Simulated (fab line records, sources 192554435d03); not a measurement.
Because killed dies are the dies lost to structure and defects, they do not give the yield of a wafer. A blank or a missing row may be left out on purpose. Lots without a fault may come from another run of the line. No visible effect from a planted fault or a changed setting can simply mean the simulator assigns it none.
Split-lot study :: flow n5-finfet :: on a route of 1938 steps: 7 lots, 39 wafers read

== ABOUT THE SPLIT ==
At N5_DUMMY_GATE_ALD_02 (deposits SiO2, target thk 2 nm, pulse time 1 s), the setting target-thk-a was moved away from the recipe's 20 angstrom on 9 of the 39 wafers read, by +37.1% to +51.8%. For the rest of the wafers, this setting stayed at what the recipe calls for.

Reading taken at the split's own step.

== THE READING ==
SiO2_of_DUMMY_GATE_ALD_02.thk-nm (the simulator's own value, which no gauge read), in nm, at N5_DUMMY_GATE_ALD_02 (deposits SiO2, target thk 2 nm, pulse time 1 s). The file does not state a usual value for it.

wafer: L076.1
tool, chamber at the split: ald-sin-01, 0,1,1
target-thk-a as run, angstrom: 27.64
against the recipe: +38.2%
SiO2_of_DUMMY_GATE_ALD_02.thk-nm, nm: 2.8
against lot-mates on the recipe: +0.8

wafer: L076.2
tool, chamber at the split: ald-sin-01, 0,1,1
target-thk-a as run, angstrom: 27.64
against the recipe: +38.2%
SiO2_of_DUMMY_GATE_ALD_02.thk-nm, nm: 2.8
against lot-mates on the recipe: +0.8

wafer: L076.6
tool, chamber at the split: ald-sin-01, 0,1,1
target-thk-a as run, angstrom: 27.64
against the recipe: +38.2%
SiO2_of_DUMMY_GATE_ALD_02.thk-nm, nm: 2.8
against lot-mates on the recipe: +0.8

wafer: L076.3
tool, chamber at the split: ald-sin-01, 2,3,0
target-thk-a as run, angstrom: 20
against the recipe: recipe
SiO2_of_DUMMY_GATE_ALD_02.thk-nm, nm: 2
against lot-mates on the recipe: -

wafer: L076.4
tool, chamber at the split: ald-sin-01, 2,3,0
target-thk-a as run, angstrom: 20
against the recipe: recipe
SiO2_of_DUMMY_GATE_ALD_02.thk-nm, nm: 2
against lot-mates on the recipe: -

wafer: L076.5
tool, chamber at the split: ald-sin-01, 2,3,0
target-thk-a as run, angstrom: 20
against the recipe: recipe
SiO2_of_DUMMY_GATE_ALD_02.thk-nm, nm: 2
against lot-mates on the recipe: -

wafer: L079.1
tool, chamber at the split: ald-sin-04, 0,2,1,3,2,1
target-thk-a as run, angstrom: 20
against the recipe: recipe
SiO2_of_DUMMY_GATE_ALD_02.thk-nm, nm: 2
against lot-mates on the recipe: -

wafer: L079.2
tool, chamber at the split: ald-sin-04, 0,2,1,3,2,1
target-thk-a as run, angstrom: 20
against the recipe: recipe
SiO2_of_DUMMY_GATE_ALD_02.thk-nm, nm: 2
against lot-mates on the recipe: -

wafer: L079.3
tool, chamber at the split: ald-sin-04, 0,2,1,3,2,1
target-thk-a as run, angstrom: 20
against the recipe: recipe
SiO2_of_DUMMY_GATE_ALD_02.thk-nm, nm: 2
against lot-mates on the recipe: -

wafer: L079.4
tool, chamber at the split: ald-sin-04, 0,2,1,3,2,1
target-thk-a as run, angstrom: 20
against the recipe: recipe
SiO2_of_DUMMY_GATE_ALD_02.thk-nm, nm: 2
against lot-mates on the recipe: -

wafer: L079.5
tool, chamber at the split: ald-sin-04, 0,2,1,3,2,1
target-thk-a as run, angstrom: 20
against the recipe: recipe
SiO2_of_DUMMY_GATE_ALD_02.thk-nm, nm: 2
against lot-mates on the recipe: -

wafer: L079.6
tool, chamber at the split: ald-sin-04, 0,2,1,3,2,1
target-thk-a as run, angstrom: 20
against the recipe: recipe
SiO2_of_DUMMY_GATE_ALD_02.thk-nm, nm: 2
against lot-mates on the recipe: -

wafer: L080.1
tool, chamber at the split: ald-sin-01, 0,3,2,1,3,2
target-thk-a as run, angstrom: 20
against the recipe: recipe
SiO2_of_DUMMY_GATE_ALD_02.thk-nm, nm: 2
against lot-mates on the recipe: -

wafer: L080.2
tool, chamber at the split: ald-sin-01, 0,3,2,1,3,2
target-thk-a as run, angstrom: 20
against the recipe: recipe
SiO2_of_DUMMY_GATE_ALD_02.thk-nm, nm: 2
against lot-mates on the recipe: -

wafer: L080.3
tool, chamber at the split: ald-sin-01, 0,3,2,1,3,2
target-thk-a as run, angstrom: 20
against the recipe: recipe
SiO2_of_DUMMY_GATE_ALD_02.thk-nm, nm: 2
against lot-mates on the recipe: -

wafer: L080.4
tool, chamber at the split: ald-sin-01, 0,3,2,1,3,2
target-thk-a as run, angstrom: 20
against the recipe: recipe
SiO2_of_DUMMY_GATE_ALD_02.thk-nm, nm: 2
against lot-mates on the recipe: -

wafer: L080.5
tool, chamber at the split: ald-sin-01, 0,3,2,1,3,2
target-thk-a as run, angstrom: 20
against the recipe: recipe
SiO2_of_DUMMY_GATE_ALD_02.thk-nm, nm: 2
against lot-mates on the recipe: -

wafer: L080.6
tool, chamber at the split: ald-sin-01, 0,3,2,1,3,2
target-thk-a as run, angstrom: 20
against the recipe: recipe
SiO2_of_DUMMY_GATE_ALD_02.thk-nm, nm: 2
against lot-mates on the recipe: -

wafer: L083.1
tool, chamber at the split: ald-sin-04, 2,0,0
target-thk-a as run, angstrom: 20
against the recipe: recipe
SiO2_of_DUMMY_GATE_ALD_02.thk-nm, nm: 2
against lot-mates on the recipe: -

wafer: L083.3
tool, chamber at the split: ald-sin-04, 2,0,0
target-thk-a as run, angstrom: 20
against the recipe: recipe
SiO2_of_DUMMY_GATE_ALD_02.thk-nm, nm: 2
against lot-mates on the recipe: -

wafer: L083.6
tool, chamber at the split: ald-sin-04, 2,0,0
target-thk-a as run, angstrom: 20
against the recipe: recipe
SiO2_of_DUMMY_GATE_ALD_02.thk-nm, nm: 2
against lot-mates on the recipe: -

wafer: L083.2
tool, chamber at the split: ald-sin-04, 3,1,1
target-thk-a as run, angstrom: 27.41
against the recipe: +37.1%
SiO2_of_DUMMY_GATE_ALD_02.thk-nm, nm: 2.8
against lot-mates on the recipe: +0.8

wafer: L083.4
tool, chamber at the split: ald-sin-04, 3,1,1
target-thk-a as run, angstrom: 27.41
against the recipe: +37.1%
SiO2_of_DUMMY_GATE_ALD_02.thk-nm, nm: 2.8
against lot-mates on the recipe: +0.8

wafer: L083.5
tool, chamber at the split: ald-sin-04, 3,1,1
target-thk-a as run, angstrom: 27.41
against the recipe: +37.1%
SiO2_of_DUMMY_GATE_ALD_02.thk-nm, nm: 2.8
against lot-mates on the recipe: +0.8

wafer: L085.3
tool, chamber at the split: ald-sin-03, 3,3,0
target-thk-a as run, angstrom: 20
against the recipe: recipe
SiO2_of_DUMMY_GATE_ALD_02.thk-nm, nm: 2
against lot-mates on the recipe: -

wafer: L085.4
tool, chamber at the split: ald-sin-03, 3,3,0
target-thk-a as run, angstrom: 20
against the recipe: recipe
SiO2_of_DUMMY_GATE_ALD_02.thk-nm, nm: 2
against lot-mates on the recipe: -

wafer: L085.5
tool, chamber at the split: ald-sin-03, 3,3,0
target-thk-a as run, angstrom: 20
against the recipe: recipe
SiO2_of_DUMMY_GATE_ALD_02.thk-nm, nm: 2
against lot-mates on the recipe: -

wafer: L090.1
tool, chamber at the split: ald-sin-01, 2,1,3,0,3,0
target-thk-a as run, angstrom: 20
against the recipe: recipe
SiO2_of_DUMMY_GATE_ALD_02.thk-nm, nm: 2
against lot-mates on the recipe: -

wafer: L090.2
tool, chamber at the split: ald-sin-01, 2,1,3,0,3,0
target-thk-a as run, angstrom: 20
against the recipe: recipe
SiO2_of_DUMMY_GATE_ALD_02.thk-nm, nm: 2
against lot-mates on the recipe: -

wafer: L090.3
tool, chamber at the split: ald-sin-01, 2,1,3,0,3,0
target-thk-a as run, angstrom: 20
against the recipe: recipe
SiO2_of_DUMMY_GATE_ALD_02.thk-nm, nm: 2
against lot-mates on the recipe: -

wafer: L090.4
tool, chamber at the split: ald-sin-01, 2,1,3,0,3,0
target-thk-a as run, angstrom: 20
against the recipe: recipe
SiO2_of_DUMMY_GATE_ALD_02.thk-nm, nm: 2
against lot-mates on the recipe: -

wafer: L090.5
tool, chamber at the split: ald-sin-01, 2,1,3,0,3,0
target-thk-a as run, angstrom: 20
against the recipe: recipe
SiO2_of_DUMMY_GATE_ALD_02.thk-nm, nm: 2
against lot-mates on the recipe: -

wafer: L090.6
tool, chamber at the split: ald-sin-01, 2,1,3,0,3,0
target-thk-a as run, angstrom: 20
against the recipe: recipe
SiO2_of_DUMMY_GATE_ALD_02.thk-nm, nm: 2
against lot-mates on the recipe: -

wafer: L091.1
tool, chamber at the split: ald-sin-03, 3,1,1
target-thk-a as run, angstrom: 30.36
against the recipe: +51.8%
SiO2_of_DUMMY_GATE_ALD_02.thk-nm, nm: 3
against lot-mates on the recipe: +1.0

wafer: L091.4
tool, chamber at the split: ald-sin-03, 3,1,1
target-thk-a as run, angstrom: 30.36
against the recipe: +51.8%
SiO2_of_DUMMY_GATE_ALD_02.thk-nm, nm: 3
against lot-mates on the recipe: +1.0

wafer: L091.5
tool, chamber at the split: ald-sin-03, 3,1,1
target-thk-a as run, angstrom: 30.36
against the recipe: +51.8%
SiO2_of_DUMMY_GATE_ALD_02.thk-nm, nm: 3
against lot-mates on the recipe: +1.0

wafer: L091.2
tool, chamber at the split: ald-sin-03, 0,2,0
target-thk-a as run, angstrom: 20
against the recipe: recipe
SiO2_of_DUMMY_GATE_ALD_02.thk-nm, nm: 2
against lot-mates on the recipe: -

wafer: L091.3
tool, chamber at the split: ald-sin-03, 0,2,0
target-thk-a as run, angstrom: 20
against the recipe: recipe
SiO2_of_DUMMY_GATE_ALD_02.thk-nm, nm: 2
against lot-mates on the recipe: -

wafer: L091.6
tool, chamber at the split: ald-sin-03, 0,2,0
target-thk-a as run, angstrom: 20
against the recipe: recipe
SiO2_of_DUMMY_GATE_ALD_02.thk-nm, nm: 2
against lot-mates on the recipe: -
The file does not say which wafer passed through which chamber wherever a row lists several chambers: such a row stands for several wafers.

THE FIT
A straight line over all 39 wafers: SiO2_of_DUMMY_GATE_ALD_02.thk-nm changes by +0.0203 nm for each +1% of target-thk-a; r = +1.00; the points scatter about the line by 0.021 nm.
The same after taking each lot's own level away (the mean of its wafers on the recipe; 39 wafers): +0.0203 nm for each +1%; r = +1.00; scatter 0.021 nm.
On that fit, the largest move of target-thk-a shifts the reading by 1 nm.
The lots' own levels span 2.00 to 2.00 nm.
The two slopes agree, so the slope changes little with the lot-to-lot level.
Check: +1.06 nm against its lot-mates is what the line predicts for one of the wafers moved furthest among these (+51.8%) when that wafer is left out of the fit. Against them it came out at +1 nm.

== THE FILE'S OWN FIT ==
SiO2_of_DUMMY_GATE_ALD_02.thk-nm changes by +0.0203 nm for each +1% of target-thk-a, r = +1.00.
